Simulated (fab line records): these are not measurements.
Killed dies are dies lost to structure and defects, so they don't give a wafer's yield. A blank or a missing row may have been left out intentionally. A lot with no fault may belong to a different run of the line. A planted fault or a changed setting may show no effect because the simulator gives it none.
fab line records | flow n5Finfet | part 1 of 2: steps 1 to 7 of 8
record: lots: 10 | wafers: 30 | lastDay: 21
route steps=1938 shown BEOL_M5@1135 BEOL_M15@1830
lots that met no fault: taken from a fault-free run of the same line
startH: hours from the record's first day to the start of the lot's first wafer shown | waitH: hours since the lot's step before | " identical to the entry in the row above | L1.1+2: one row covering several wafers at once | - no value, or no start given | * or withheld: withheld | < > ~ a bound
route shown NAME@n: NAME is a module with steps in the file, n the number in the route of the first one | usual: the fault-free wafers' mean and standard deviation | same: alike in all rows | chamber/n: place in a boat | sites: per-site readings | _std_site: their standard deviation | _edge_site: inner sites' mean taken away from outer sites' mean | radiusMm: for every site, how far away it sits from the centre of the wafer | mask NAME#n: copy n | behind: tool/chamber where the wafer was last shaped | hold: what put the lot on hold/how long, in hours/how the hold closed | device: names the non-switching transistor (n, p or np) | end of line: the route-end tests of the same wafers | for a step that has no rows: nothing shown but its recipe | killed: dies lost to structure and defects at the first sort, not the wafer's yield | map: per-die view of a wafer (x killed, . not killed, _ where there is no die)
set.NAME: the setting as run; set.NAME@STEP: as run at that earlier step | model.NAME: the simulator's own value behind a step, which no gauge read
the route's steps for a sample of lots (tables are steps, rows are wafers)
services: a tool's chamber out of use, with start hour (startH, from the record's first day; less than 0 if before it), hours out, and reason
== steps ==
step: N5_BEOL_M5_STRIP_64
recipe: chemistry: CF4 | resist: SiARC | powerW: 300 | biasPowerW: 75 | pressureMtorr: 50 | cf4FlowSccm: 150 | rfFrequencyHz: 6e+07
usual: biasPowerW: 75.01/0.22 | cf4FlowSccm: 150.0/0.45 | drypumpMotorCurrentA: 5.6/0.51 | oesProductAu: 0.77/0.078 | rfVppV: 271.5/1.8 | showerheadPlenumPTorr: 1.81/0.067 | throttleValvePct: 13.65/0.19
lot.wafer | tool       | chamber | startH | waitH | biasPowerW | cf4FlowSccm | drypumpMotorCurrentA | oesProductAu | rfHoursCounterH | rfVppV | showerheadPlenumPTorr | throttleValvePct
L912.1    | rieDiel-06 | 3       | 241.50 | 0.0   | 74.75      | 150.4       | 6.1                  | 0.91         | 20              | 272.9  | 1.82                  | 13.32
L912.4    | "          | 0       | "      | "     | 75.23      | 150.4       | 5.8                  | 0.76         | 144             | 271.8  | 1.79                  | 13.77
L912.6    | "          | 3       | "      | "     | 75.45      | 150.1       | 6.1                  | 0.91         | -               | 272.4  | 1.82                  | 13.31
L918.2    | rieDiel-02 | 1       | 280.84 | 0.0   | 74.88      | 150.5       | 6.4                  | 0.79         | 107             | 274.1  | 1.89                  | 13.55
L918.4    | "          | 0       | "      | "     | 75.28      | 150.8       | 4.8                  | 0.94         | 5               | 273.4  | 1.89                  | 13.52
L918.5    | "          | 1       | "      | "     | 74.95      | 150.4       | 6.4                  | 0.79         | -               | 271.6  | 1.88                  | 13.54
L920.3    | rieDiel-02 | 3       | 289.66 | 0.0   | 74.87      | 149.8       | 5.7                  | 0.80         | 107             | 270.1  | 1.75                  | 13.87
L920.4    | "          | 2       | "      | "     | 75.36      | 149.6       | 5.0                  | 0.70         | 242             | 272.2  | 1.84                  | 13.77
L920.6    | "          | 0       | "      | "     | 74.92      | 150.1       | 4.8                  | 0.94         | -               | 272.6  | 1.89                  | 13.52
L917.4    | rieDiel-02 | 2       | 292.06 | 0.0   | 74.97      | 150.2       | 5.0                  | 0.69         | 243             | 272.5  | 1.84                  | 13.78
L917.5    | "          | 1       | "      | "     | 74.85      | 150.6       | 6.4                  | 0.78         | -               | 273.2  | 1.88                  | 13.55
L917.6    | "          | 0       | "      | "     | 75.24      | 149.6       | 4.8                  | 0.94         | -               | 274.7  | 1.89                  | 13.54
L924.2    | rieDiel-05 | 3       | 300.59 | 0.0   | 74.99      | 150.1       | 5.8                  | 0.72         | 196             | 269.8  | 1.70                  | 13.57
L924.3    | "          | 0       | "      | "     | 75.49      | 149.4       | 5.0                  | 0.70         | 205             | 268.4  | 1.72                  | 13.83
L924.4    | "          | 2       | "      | "     | 74.94      | 150.5       | 6.1                  | 0.74         | 159             | 273.2  | 1.87                  | 13.56
L923.2    | rieDiel-02 | 1       | 321.15 | 0.0   | 75.13      | 149.3       | 6.4                  | 0.78         | 119             | 274.5  | 1.88                  | 13.57
L923.3    | "          | 0       | "      | "     | 75.31      | 149.6       | 4.8                  | 0.91         | 18              | 273.1  | 1.89                  | 13.55
L923.4    | "          | 3       | "      | "     | 74.86      | 150.2       | 5.7                  | 0.79         | -               | 270.0  | 1.75                  | 13.91
L925.1    | rieDiel-06 | 3       | 357.18 | 0.0   | 74.84      | 149.5       | 6.0                  | 0.86         | 56              | 270.1  | 1.81                  | 13.39
L925.2    | "          | 0       | "      | "     | 74.97      | 150.1       | 5.8                  | 0.73         | 178             | 270.0  | 1.78                  | 13.87
L925.6    | "          | 3       | "      | "     | 75.17      | 149.1       | 6.0                  | 0.85         | -               | 273.1  | 1.81                  | 13.41
L932.2    | rieDiel-05 | 0       | 365.21 | 0.0   | 75.49      | 150.3       | 5.0                  | 0.68         | 225             | 269.9  | 1.72                  | 13.88
L932.3    | "          | 3       | "      | "     | 74.78      | 149.0       | 5.7                  | 0.70         | 218             | 268.8  | 1.70                  | 13.62
L932.4    | "          | 2       | "      | "     | 74.97      | 150.6       | 6.1                  | 0.72         | -               | 272.2  | 1.87                  | 13.61
L934.1    | rieDiel-05 | 0       | 370.55 | 0.0   | 74.86      | 149.5       | 5.0                  | 0.68         | 226             | 268.4  | 1.72                  | 13.89
L934.2    | "          | 3       | "      | "     | 75.22      | 149.7       | 5.7                  | 0.70         | 219             | 269.4  | 1.70                  | 13.61
L934.5    | "          | 0       | "      | "     | 74.61      | 149.8       | 5.0                  | 0.68         | -               | 269.1  | 1.72                  | 13.88
L931.2    | rieDiel-06 | 3       | 390.95 | 0.0   | 75.08      | 151.0       | 6.0                  | 0.84         | 66              | 271.9  | 1.80                  | 13.41
L931.3    | "          | 2       | "      | "     | 75.10      | 150.7       | 5.5                  | 0.90         | 21              | 270.3  | 1.78                  | 13.18
L931.6    | "          | 0       | "      | "     | 75.08      | 149.4       | 5.8                  | 0.72         | -               | 270.0  | 1.78                  | 13.88
step: N5_BEOL_M5_ETCH_68
recipe: chemistry: N2/H2 | target: SOC | targetDepthA: 800 | overetchA: 160 | maskMaterial: SiARC | tempC: 40 | timeS: 120 | ionEnergyEv: 200 | pressureMtorr: 30 | sourceW: 840 | biasW: 150 | n2FlowSccm: 200 | h2FlowSccm: 200
usual: drypumpMotorCurrentA: 5.6/0.48 | h2FlowSccm: 200.0/0.57 | oesProductAu: 0.61/0.06 | rfVppV: 524.4/2.9 | showerheadPlenumPTorr: 2.57/0.094 | tempC: 39.99/0.11 | throttleValvePct: 17.9/0.31
lot.wafer | tool       | chamber | startH | waitH | drypumpMotorCurrentA | h2FlowSccm | oesProductAu | rfHoursCounterH | rfVppV | showerheadPlenumPTorr | tempC | throttleValvePct
L912.1    | rieDiel-02 | 2       | 244.30 | 0.0   | 5.0                  | 200.7      | 0.54         | 229             | 526.3  | 2.61                  | 39.79 | 17.9
L912.4    | "          | 1       | "      | "     | 6.4                  | 199.8      | 0.62         | -               | 526.0  | 2.67                  | 40.08 | 17.6
L912.6    | "          | 3       | "      | "     | 5.7                  | 199.7      | 0.62         | -               | 520.8  | 2.49                  | 39.85 | 18.5
L918.2    | rieDiel-06 | 0       | 282.22 | 0.0   | 5.8                  | 200.9      | 0.58         | 154             | 523.2  | 2.56                  | 40.07 | 18.2
L918.4    | "          | 3       | "      | "     | 6.1                  | 199.0      | 0.69         | 29              | 527.0  | 2.59                  | 40.01 | 17.7
L918.5    | "          | 0       | "      | "     | 5.8                  | 200.6      | 0.58         | -               | 523.3  | 2.56                  | 40.01 | 18.2
L920.3    | rieDiel-02 | 3       | 292.48 | 0.0   | 5.7                  | 201.1      | 0.62         | 109             | 519.7  | 2.49                  | 40.02 | 18.5
L920.4    | "          | 1       | "      | "     | 6.4                  | 200.4      | 0.61         | 111             | 528.0  | 2.66                  | 39.98 | 17.6
L920.6    | "          | 0       | "      | "     | 4.8                  | 199.5      | 0.73         | -               | 529.7  | 2.69                  | 39.84 | 17.9
L917.4    | rieDiel-02 | 0       | 293.26 | 0.0   | 4.8                  | 200.3      | 0.71         | 10              | 529.6  | 2.69                  | 40.10 | 17.9
L917.5    | "          | 0       | "      | "     | 4.8                  | 199.9      | 0.73         | -               | 529.2  | 2.69                  | 39.96 | 17.9
L917.6    | "          | 3       | "      | "     | 5.7                  | 200.5      | 0.61         | -               | 522.1  | 2.49                  | 39.72 | 18.5
L924.2    | rieDiel-06 | 0       | 303.69 | 0.0   | 5.8                  | 199.6      | 0.58         | 159             | 523.8  | 2.56                  | 40.01 | 18.2
L924.3    | "          | 3       | "      | "     | 6.1                  | 199.8      | 0.69         | 36              | 524.8  | 2.58                  | 39.93 | 17.7
L924.4    | "          | 1       | "      | "     | 5.5                  | 199.6      | 0.60         | -               | 527.8  | 2.64                  | 39.95 | 17.4
L923.2    | rieDiel-02 | 0       | 325.02 | 0.0   | 4.8                  | 200.5      | 0.70         | 20              | 526.9  | 2.69                  | 40.03 | 17.9
L923.3    | "          | 3       | "      | "     | 5.7                  | 200.6      | 0.61         | 120             | 521.6  | 2.48                  | 40.12 | 18.5
L923.4    | "          | 1       | "      | "     | 6.4                  | 200.1      | 0.60         | -               | 527.9  | 2.66                  | 40.19 | 17.7
L925.1    | rieDiel-06 | 0       | 360.37 | 0.0   | 5.8                  | 199.8      | 0.56         | 179             | 523.1  | 2.55                  | 39.92 | 18.2
L925.2    | "          | 3       | "      | "     | 6.1                  | 201.1      | 0.66         | 58              | 524.9  | 2.57                  | 39.93 | 17.7
L925.6    | "          | 2       | "      | "     | 5.5                  | 200.9      | 0.71         | -               | 522.2  | 2.48                  | 39.92 | 17.3
L932.2    | rieDiel-05 | 0       | 372.98 | 0.0   | 5.0                  | 200.3      | 0.53         | 226             | 519.8  | 2.40                  | 39.87 | 18.0
L932.3    | "          | 3       | "      | "     | 5.7                  | 199.8      | 0.54         | 219             | 520.3  | 2.42                  | 39.98 | 17.8
L932.4    | "          | 0       | "      | "     | 4.9                  | 200.0      | 0.53         | -               | 520.3  | 2.40                  | 39.82 | 18.0
L934.1    | rieDiel-02 | 3       | 373.45 | 0.0   | 5.7                  | 199.7      | 0.60         | 135             | 520.8  | 2.48                  | 40.12 | 18.5
L934.2    | "          | 0       | "      | "     | 4.8                  | 199.2      | 0.68         | 36              | 527.5  | 2.68                  | 39.95 | 18.0
L934.5    | "          | 1       | "      | "     | 6.4                  | 200.1      | 0.59         | -               | 526.8  | 2.65                  | 40.01 | 17.7
L931.2    | rieDiel-02 | 1       | 391.99 | 0.0   | 6.4                  | 199.6      | 0.58         | 142             | 524.7  | 2.65                  | 39.92 | 17.7
L931.3    | "          | 0       | "      | "     | 4.8                  | 199.3      | 0.68         | 41              | 528.3  | 2.68                  | 39.78 | 18.0
L931.6    | "          | 2       | "      | "     | 5.0                  | 200.0      | 0.69         | -               | 526.2  | 2.60                  | 40.02 | 17.6
step: N5_BEOL_M5_TRENCH_ETCH_37
recipe: chemistry: C4F6/O2 | targetDepthA: 716.52 | target: SiCOH_lowk | timeS: 24.7 | ionEnergyEv: 250 | pressureMtorr: 30 | sourceW: 345 | biasW: 185 | Ar_flow_sccm: 300 | C4F6_flow_sccm: 10 | O2_flow_sccm: 10
usual: C4F6_flow_sccm: 10.00/0.031 | O2_flow_sccm: 10.00/0.031 | drypumpMotorCurrentA: 5.6/0.47 | oesProductAu: 0.79/0.087 | rfVppV: 680/18 | showerheadPlenumPTorr: 2.86/0.11 | throttleValvePct: 20.92/0.2
lot.wafer | tool       | chamber | startH | waitH | C4F6_flow_sccm | O2_flow_sccm | drypumpMotorCurrentA | oesProductAu | rfHoursCounterH | rfVppV | showerheadPlenumPTorr | throttleValvePct
L912.1    | rieDiel-02 | 2       | 244.49 | -     | 10.03          | 10.03        | 5.0                  | 0.70         | 229             | 659    | 2.90                  | 20.84
L912.4    | "          | 1       | "      | "     | 9.99           | 9.95         | 6.4                  | 0.79         | -               | 692    | 2.98                  | 20.77
L912.6    | "          | 3       | "      | "     | 9.99           | 9.95         | 5.7                  | 0.81         | -               | 716    | 2.74                  | 21.06
L918.2    | rieDiel-06 | 0       | 282.40 | -     | 10.00          | 9.99         | 5.8                  | 0.75         | 154             | 683    | 2.84                  | 21.14
L918.4    | "          | 3       | "      | "     | 9.95           | 10.02        | 6.1                  | 0.94         | 29              | 680    | 2.91                  | 20.95
L918.5    | "          | 0       | "      | "     | 10.00          | 10.00        | 5.8                  | 0.76         | -               | 683    | 2.84                  | 21.13
L920.3    | rieDiel-02 | 3       | 292.66 | -     | 10.02          | 10.03        | 5.7                  | 0.80         | 109             | 716    | 2.73                  | 21.12
L920.4    | "          | 1       | "      | "     | 10.01          | 10.05        | 6.3                  | 0.78         | 111             | 693    | 2.97                  | 20.78
L920.6    | "          | 0       | "      | "     | 9.96           | 10.03        | 4.8                  | 0.97         | -               | 689    | 3.00                  | 21.03
L917.4    | rieDiel-02 | 0       | 293.45 | -     | 10.00          | 10.03        | 4.9                  | 0.95         | 10              | 690    | 3.00                  | 21.02
L917.5    | "          | 0       | "      | "     | 10.06          | 9.99         | 4.8                  | 0.96         | -               | 689    | 3.00                  | 21.02
L917.6    | "          | 3       | "      | "     | 9.98           | 10.02        | 5.7                  | 0.78         | -               | 715    | 2.73                  | 21.11
L924.2    | rieDiel-06 | 0       | 303.88 | -     | 10.00          | 9.98         | 5.8                  | 0.74         | 159             | 684    | 2.84                  | 21.14
L924.3    | "          | 3       | "      | "     | 10.03          | 10.05        | 6.0                  | 0.91         | 36              | 681    | 2.91                  | 20.93
L924.4    | "          | 1       | "      | "     | 9.99           | 9.96         | 5.6                  | 0.78         | -               | 675    | 2.94                  | 20.52
L923.2    | rieDiel-02 | 0       | 325.20 | -     | 9.99           | 10.05        | 4.8                  | 0.92         | 20              | 689    | 3.00                  | 21.04
L923.3    | "          | 3       | "      | "     | 9.98           | 9.99         | 5.7                  | 0.78         | 120             | 715    | 2.72                  | 21.12
L923.4    | "          | 1       | "      | "     | 10.06          | 10.05        | 6.4                  | 0.77         | -               | 692    | 2.97                  | 20.80
L925.1    | rieDiel-06 | 0       | 360.56 | -     | 10.01          | 10.00        | 5.8                  | 0.74         | 180             | 684    | 2.83                  | 21.15
L925.2    | "          | 3       | "      | "     | 9.99           | 9.97         | 6.0                  | 0.88         | 58              | 679    | 2.90                  | 20.96
L925.6    | "          | 2       | "      | "     | 9.98           | 10.01        | 5.5                  | 0.94         | -               | 654    | 2.82                  | 20.57
L932.2    | rieDiel-05 | 0       | 373.17 | -     | 9.97           | 10.02        | 5.0                  | 0.68         | 226             | 691    | 2.69                  | 21.02
L932.3    | "          | 3       | "      | "     | 9.98           | 9.99         | 5.7                  | 0.70         | 219             | 668    | 2.70                  | 20.84
L932.4    | "          | 0       | "      | "     | 9.99           | 10.01        | 5.0                  | 0.69         | -               | 689    | 2.69                  | 21.06
L934.1    | rieDiel-02 | 3       | 373.64 | -     | 10.03          | 10.01        | 5.7                  | 0.77         | 135             | 714    | 2.72                  | 21.13
L934.2    | "          | 0       | "      | "     | 10.03          | 10.00        | 4.8                  | 0.89         | 36              | 690    | 2.99                  | 21.03
L934.5    | "          | 1       | "      | "     | 9.94           | 9.99         | 6.4                  | 0.65         | -               | 691    | 2.96                  | 20.79
L931.2    | rieDiel-02 | 1       | 392.17 | -     | 10.03          | 9.96         | 6.4                  | 0.75         | 142             | 692    | 2.96                  | 20.85
L931.3    | "          | 0       | "      | "     | 9.99           | 10.00        | 4.8                  | 0.89         | 41              | 690    | 2.99                  | 21.06
L931.6    | "          | 2       | "      | "     | 9.93           | 9.96         | 5.0                  | 0.76         | -               | 660    | 2.89                  | 20.52
step: N5_BEOL_M5_STRIP_91
recipe: chemistry: N2/H2 | timeS: 10 | powerW: 450 | tempC: 40 | pressureMtorr: 20 | rfFrequencyHz: 6e+07 | biasPowerW: 7 | n2FlowSccm: 200 | h2FlowSccm: 200
usual: biasPowerW: 6.997/0.021 | drypumpMotorCurrentA: 5.6/0.47 | h2FlowSccm: 200.0/0.6 | oesProductAu: 0.79/0.085 | rfVppV: 59.2/0.97 | showerheadPlenumPTorr: 2.56/0.094 | tempC: 40.03/0.12 | throttleValvePct: 23.8/0.44
lot.wafer | tool       | chamber | startH | waitH | biasPowerW | drypumpMotorCurrentA | h2FlowSccm | oesProductAu | rfHoursCounterH | rfVppV | showerheadPlenumPTorr | tempC | throttleValvePct
L912.1    | rieDiel-02 | 2       | -      | -     | 7.005      | 5.0                  | 200.3      | 0.72         | 229             | 58.6   | 2.61                  | 39.82 | 23.7
L912.4    | "          | 1       | "      | "     | 6.989      | 6.4                  | 199.7      | 0.80         | -               | 59.0   | 2.66                  | 39.99 | 23.3
L912.6    | "          | 3       | "      | "     | 6.971      | 5.7                  | 199.4      | 0.84         | -               | 59.6   | 2.49                  | 40.04 | 24.7
L918.2    | rieDiel-06 | 0       | -      | -     | 7.025      | 5.8                  | 199.7      | 0.77         | 154             | 58.8   | 2.55                  | 40.21 | 24.0
L918.4    | "          | 3       | "      | "     | 7.040      | 6.1                  | 200.4      | 0.92         | 29              | 60.8   | 2.58                  | 40.08 | 23.6
L918.5    | "          | 0       | "      | "     | 7.024      | 5.8                  | 200.7      | 0.77         | -               | 58.2   | 2.56                  | 39.89 | 24.0
L920.3    | rieDiel-02 | 3       | -      | -     | 6.999      | 5.7                  | 200.9      | 0.82         | 109             | 59.6   | 2.48                  | 39.93 | 24.7
L920.4    | "          | 1       | "      | "     | 7.010      | 6.4                  | 199.7      | 0.79         | 111             | 60.2   | 2.66                  | 39.94 | 23.3
L920.6    | "          | 0       | "      | "     | 6.933      | 4.8                  | 201.0      | 0.96         | -               | 60.4   | 2.69                  | 40.17 | 23.9
L917.4    | rieDiel-02 | 0       | -      | -     | 7.001      | 4.8                  | 200.0      | 0.96         | 10              | 59.1   | 2.69                  | 40.16 | 23.9
L917.5    | "          | 0       | "      | "     | 6.986      | 4.9                  | 200.8      | 0.96         | -               | 60.3   | 2.69                  | 40.18 | 23.9
L917.6    | "          | 3       | "      | "     | 6.985      | 5.7                  | 199.3      | 0.82         | -               | 57.2   | 2.48                  | 39.94 | 24.7
L924.2    | rieDiel-06 | 0       | -      | -     | 7.004      | 5.8                  | 199.5      | 0.75         | 159             | 58.7   | 2.55                  | 39.97 | 24.0
L924.3    | "          | 3       | "      | "     | 7.032      | 6.1                  | 200.4      | 0.89         | 36              | 58.7   | 2.58                  | 40.03 | 23.5
L924.4    | "          | 1       | "      | "     | 6.994      | 5.6                  | 198.8      | 0.77         | -               | 59.5   | 2.64                  | 40.05 | 23.1
L923.2    | rieDiel-02 | 0       | -      | -     | 6.982      | 4.8                  | 200.1      | 0.91         | 20              | 59.1   | 2.68                  | 40.10 | 23.9
L923.3    | "          | 3       | "      | "     | 6.996      | 5.7                  | 200.8      | 0.79         | 120             | 57.2   | 2.48                  | 40.04 | 24.7
L923.4    | "          | 1       | "      | "     | 7.031      | 6.4                  | 200.6      | 0.77         | -               | 59.7   | 2.65                  | 40.08 | 23.4
L925.1    | rieDiel-06 | 0       | -      | -     | 7.021      | 5.8                  | 200.2      | 0.73         | 180             | 59.9   | 2.54                  | 40.22 | 24.1
L925.2    | "          | 3       | "      | "     | 7.015      | 6.1                  | 201.1      | 0.86         | 58              | 61.1   | 2.57                  | 39.97 | 23.6
L925.6    | "          | 2       | "      | "     | 6.967      | 5.6                  | 200.3      | 0.93         | -               | 59.2   | 2.48                  | 39.98 | 23.1
L932.2    | rieDiel-05 | 0       | -      | -     | 6.999      | 5.0                  | 200.7      | 0.68         | 227             | 58.4   | 2.39                  | 40.06 | 23.9
L932.3    | "          | 3       | "      | "     | 6.983      | 5.7                  | 200.5      | 0.68         | 219             | 58.3   | 2.41                  | 39.97 | 23.6
L932.4    | "          | 0       | "      | "     | 6.996      | 5.0                  | 200.3      | 0.69         | -               | 59.6   | 2.39                  | 39.93 | 23.8
L934.1    | rieDiel-02 | 3       | -      | -     | 7.031      | 5.7                  | 200.3      | 0.79         | 135             | 59.1   | 2.47                  | 40.04 | 24.7
L934.2    | "          | 0       | "      | "     | 7.029      | 4.8                  | 199.8      | 0.89         | 36              | 59.9   | 2.68                  | 40.01 | 23.9
L934.5    | "          | 1       | "      | "     | 7.005      | 6.4                  | 198.9      | 0.76         | -               | 60.6   | 2.65                  | 40.00 | 23.4
L931.2    | rieDiel-02 | 1       | -      | -     | 6.982      | 6.4                  | 199.5      | 0.77         | 142             | 58.6   | 2.64                  | 40.21 | 23.4
L931.3    | "          | 0       | "      | "     | 6.973      | 4.8                  | 200.4      | 0.88         | 41              | 60.4   | 2.67                  | 39.85 | 23.9
L931.6    | "          | 2       | "      | "     | 7.001      | 5.1                  | 200.4      | 0.92         | -               | 60.9   | 2.59                  | 40.33 | 23.5
step: N5_BEOL_M5_OCD_MEAS_38
usual: trenchDepthNm: 71.0/1.9
lot.wafer | tool   | chamber | startH | waitH | trenchDepthNm
L912.1    | ocd-02 | -       | 244.64 | -     | 70.0
L912.4    | "      | -       | "      | "     | 69.6
L912.6    | "      | -       | "      | "     | 70.7
L918.2    | ocd-02 | -       | 282.56 | -     | 70.6
L918.4    | "      | -       | "      | "     | 75.6
L918.5    | "      | -       | "      | "     | 70.8
L920.3    | ocd-01 | -       | 292.83 | -     | 71.0
L920.4    | "      | -       | "      | "     | 69.9
L920.6    | "      | -       | "      | "     | 75.1
L917.4    | ocd-02 | -       | 293.61 | -     | 75.0
L917.5    | "      | -       | "      | "     | 73.5
L917.6    | "      | -       | "      | "     | 69.6
L924.2    | ocd-01 | -       | 304.03 | -     | 70.2
L924.3    | "      | -       | "      | "     | 75.2
L924.4    | "      | -       | "      | "     | 70.5
L923.2    | ocd-01 | -       | 325.36 | -     | 72.9
L923.3    | "      | -       | "      | "     | 69.6
L923.4    | "      | -       | "      | "     | 69.8
L925.1    | ocd-02 | -       | 360.71 | -     | 70.0
L925.2    | "      | -       | "      | "     | 75.0
L925.6    | "      | -       | "      | "     | 72.6
L932.2    | ocd-01 | -       | 373.32 | -     | 70.2
L932.3    | "      | -       | "      | "     | 70.6
L932.4    | "      | -       | "      | "     | 70.2
L934.1    | ocd-01 | -       | 373.79 | -     | 69.2
L934.2    | "      | -       | "      | "     | 72.5
L934.5    | "      | -       | "      | "     | 53.5
L931.2    | ocd-02 | -       | 392.33 | -     | 69.0
L931.3    | "      | -       | "      | "     | 73.6
L931.6    | "      | -       | "      | "     | 55.4
step: N5_BEOL_M5_THK_MEAS_53
recipe: thkMeasGauge: xrf | reads: Cu_of_BEOL_M5_ECD_50
usual: M5_THK: 61.6/2.3
lot.wafer | tool         | chamber | startH | waitH | M5_THK[nm]
L912.1    | filmMetro-01 | -       | 253.77 | -     | 61.2
L912.4    | "            | -       | "      | "     | 62.6
L912.6    | "            | -       | "      | "     | 62.7
L918.2    | filmMetro-02 | -       | 289.83 | -     | 60.5
L918.4    | "            | -       | "      | "     | 68.2
L918.5    | "            | -       | "      | "     | 61.8
L920.3    | filmMetro-01 | -       | 300.03 | -     | 62.3
L920.4    | "            | -       | "      | "     | 62.0
L920.6    | "            | -       | "      | "     | 65.5
L917.4    | filmMetro-02 | -       | 301.69 | -     | 64.6
L917.5    | "            | -       | "      | "     | 64.6
L917.6    | "            | -       | "      | "     | 62.5
L924.2    | filmMetro-01 | -       | 311.78 | -     | 60.2
L924.3    | "            | -       | "      | "     | 66.8
L924.4    | "            | -       | "      | "     | 60.6
L923.2    | filmMetro-02 | -       | 332.96 | -     | 62.5
L923.3    | "            | -       | "      | "     | 62.3
L923.4    | "            | -       | "      | "     | 61.9
L925.1    | filmMetro-02 | -       | 370.40 | -     | 60.9
L925.2    | "            | -       | "      | "     | 64.0
L925.6    | "            | -       | "      | "     | 62.9
L932.2    | filmMetro-01 | -       | 380.15 | -     | 61.7
L932.3    | "            | -       | "      | "     | 60.4
L932.4    | "            | -       | "      | "     | 60.8
L934.1    | filmMetro-02 | -       | 382.75 | -     | 59.9
L934.2    | "            | -       | "      | "     | 62.6
L934.5    | "            | -       | "      | "     | 42.3
L931.2    | filmMetro-01 | -       | 400.50 | -     | 58.9
L931.3    | "            | -       | "      | "     | 63.2
L931.6    | "            | -       | "      | "     | 45.4
step: N5_BEOL_M5_RS_MEAS_57
recipe: thkMeasGauge: four-point-probe | reads: Co_of_BEOL_M5_CO_CAP_78+Cu_of_BEOL_M5_ECD_50+Co_of_BEOL_M5_CVD_47+TaN_of_BEOL_M5_ALD_86
usual: M5_RS: 0.393/0.017
lot.wafer | tool         | chamber | startH | waitH | M5_RS[ohm/sq]
L912.1    | filmMetro-02 | -       | 254.03 | 0.0   | 0.394
L912.4    | "            | -       | "      | "     | 0.385
L912.6    | "            | -       | "      | "     | 0.384
L918.2    | filmMetro-01 | -       | 290.09 | 0.1   | 0.401
L918.4    | "            | -       | "      | "     | 0.347
L918.5    | "            | -       | "      | "     | 0.390
L920.3    | filmMetro-01 | -       | 300.33 | 0.1   | 0.387
L920.4    | "            | -       | "      | "     | 0.388
L920.6    | "            | -       | "      | "     | 0.363
L917.4    | filmMetro-01 | -       | 301.95 | 0.0   | 0.370
L917.5    | "            | -       | "      | "     | 0.369
L917.6    | "            | -       | "      | "     | 0.387
L924.2    | filmMetro-02 | -       | 312.04 | 0.1   | 0.403
L924.3    | "            | -       | "      | "     | 0.355
L924.4    | "            | -       | "      | "     | 0.399
L923.2    | filmMetro-02 | -       | 333.22 | 0.1   | 0.386
L923.3    | "            | -       | "      | "     | 0.386
L923.4    | "            | -       | "      | "     | 0.390
L925.1    | filmMetro-01 | -       | 370.66 | 0.0   | 0.396
L925.2    | "            | -       | "      | "     | 0.375
L925.6    | "            | -       | "      | "     | 0.384
L932.2    | filmMetro-01 | -       | 380.41 | 0.1   | 0.391
L932.3    | "            | -       | "      | "     | 0.403
L932.4    | "            | -       | "      | "     | 0.396
L934.1    | filmMetro-01 | -       | 383.01 | 0.0   | 0.399
L934.2    | "            | -       | "      | "     | 0.381
L934.5    | "            | -       | "      | "     | 0.624
L931.2    | filmMetro-02 | -       | 400.77 | 0.1   | 0.416
L931.3    | "            | -       | "      | "     | 0.380
L931.6    | "            | -       | "      | "     | 0.575
== key ==
firstSign: step: N5_BEOL_M5_OCD_MEAS_38 | reading: trenchDepthNm | direction: down | sigmas: 8.8 | usual: 71.0 | struck: 54.4
effect: step: N5_BEOL_M5_THK_MEAS_53 | reading: M5_THK | direction: down | sigmas: 7.8 | usual: 61.6 | struck: 43.9
effect: step: N5_BEOL_M5_RS_MEAS_57 | reading: M5_RS | direction: up | sigmas: 12 | usual: 0.393 | struck: 0.599
effect: step: N5_BEOL_M15_RC_MEAS_101 | reading: SERP_M5 | direction: up | sigmas: 8.1 | usual: 39.0 | struck: 57.5
metAt N5_BEOL_M5_TRENCH_ETCH_37
struckLots L931,L934
struckWafers L931.6,L934.5
sortLeftOut L931.6,L934.5
notActingAt N5_BEOL_M5_STRIP_64,N5_BEOL_M5_ETCH_68,N5_BEOL_M5_STRIP_91
onsetBetween 325.20 373.64
fault: kind: processParameterDrift | tool: rieDiel-02 | chamber: - | onsetH: 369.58 | steps: N5_BEOL_M5_TRENCH_ETCH_37 | channel: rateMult | offset: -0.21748 | shape: step | endH: 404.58 | scope: struckWafersOnly
sortLeftOut: the simulated sort isn't trusted on such a fault, so these wafers' sort isn't shown, and their yield isn't known
